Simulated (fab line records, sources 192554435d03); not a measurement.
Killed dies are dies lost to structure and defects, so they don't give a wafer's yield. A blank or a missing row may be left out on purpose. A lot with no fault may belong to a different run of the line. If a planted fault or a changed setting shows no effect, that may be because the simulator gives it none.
Lot-split experiment | flow n5_finfet | route with 1938 steps; 7 lots, 21 wafers read

## SPLIT DETAILS
At N5_BEOL_M10_ETCH_41 (etches SiCN in CH3F/O2, target depth 42.6 nm, time 86 s), the setting source_w was moved away from the recipe's 395 W on 4 of the 21 wafers read, by -14.6% to +15.4%. The other wafers ran this setting at the recipe's value.

The reading comes from the split's own step.

## THE READING
rf_vpp_V, in V, at N5_BEOL_M10_ETCH_41 (etches SiCN in CH3F/O2, target depth 42.6 nm, time 86 s). A value of 297.7 V with a standard deviation of 1.5 V is what fault-free wafers of this fab line usually give.

wafer  | tool, chamber at the split | source_w as run, W | against the recipe | rf_vpp_V, V | against lot-mates on the recipe
L081.1 | rie_diel-04, 1             | 395                | recipe             | 297.3       | -
L081.3 | rie_diel-04, 2             | 395                | recipe             | 299.7       | -
L081.4 | rie_diel-04, 2             | 395                | recipe             | 299.0       | -
L080.2 | rie_diel-06, 0             | 395                | recipe             | 295.5       | -
L080.3 | rie_diel-06, 3             | 395                | recipe             | 296.2       | -
L080.5 | rie_diel-06, 3             | 395                | recipe             | 298.1       | -
L082.1 | rie_diel-06, 2             | 395                | recipe             | 298.1       | -
L082.3 | rie_diel-06, 1             | 395                | recipe             | 296.2       | -
L082.4 | rie_diel-06, 3             | 395                | recipe             | 296.7       | -
L083.1 | rie_diel-05, 2             | 455.9              | +15.4%             | 286.0       | -11.5
L083.4 | rie_diel-05, 2             | 395                | recipe             | 299.4       | -
L083.6 | rie_diel-05, 0             | 395                | recipe             | 295.6       | -
L088.3 | rie_diel-05, 2             | 373.1              | -5.5%              | 304.9       | +8.0
L088.4 | rie_diel-05, 3             | 395                | recipe             | 297.4       | -
L088.5 | rie_diel-05, 1             | 395                | recipe             | 296.4       | -
L093.2 | rie_diel-05, 0             | 395                | recipe             | 297.0       | -
L093.4 | rie_diel-05, 2             | 395                | recipe             | 297.4       | -
L093.5 | rie_diel-05, 1             | 395                | recipe             | 298.2       | -
L094.1 | rie_diel-05, 0             | 337.4              | -14.6%             | 312.2       | +15.5
L094.2 | rie_diel-05, 1             | 337.4              | -14.6%             | 313.4       | +16.7
L094.5 | rie_diel-05, 0             | 395                | recipe             | 296.7       | -

THE FIT
A straight line over all 21 wafers: rf_vpp_V changes by -0.951 V for each +1% of source_w; r = -0.97; the points scatter about the line by 1.5 V.
The same after taking each lot's own level away (the mean of its wafers on the recipe; 21 wafers): -0.983 V for each +1%; r = -0.97; scatter 1.4 V.
The reading moves by 15 V for the largest change in source_w, on that fit.
Across the lots, their own levels run from 296.60 to 298.67 V, a range of 1.4 times the standard deviation given above.
So the lot-to-lot level changes the slope little: the two slopes agree.
Check: for one of the wafers moved furthest among these (+15.4%), held out of the fit, the line's prediction against its lot-mates is -17.2 V. Against them it came out at -11.5 V.
Tool readings at the split's step, against how far the setting was moved: rf_vpp_V r = -0.97.

## THESE WAFERS: OTHER SPLITS
Other splits were also applied to these wafers ahead of the reading. Each is held against what the fit with the lots' levels taken away leaves over:
other split on the same wafers    | wafers away from the commonest value | r with rf_vpp_V (lot level and that fit taken away)
N5_BEOL_M6_ETCH_62 bias_w         | 8                                    | -0.11
N5_BEOL_M6_COAT_71 spin_rpm       | 9                                    | -0.30
N5_BEOL_M7_HM_DEP_02 target_thk_a | 7                                    | +0.14
N5_BEOL_M7_COAT_05 spin_rpm       | 8                                    | -0.04
N5_BEOL_M8_COAT_05 spin_rpm       | 6                                    | -0.14
N5_BEOL_M9_ETCH_61 source_w       | 9                                    | -0.09
N5_BEOL_M9_ETCH_62 source_w       | 6                                    | -0.26

## THE FILE'S OWN FIT
rf_vpp_V changes by -0.948 V for each +1% of source_w, r = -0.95.
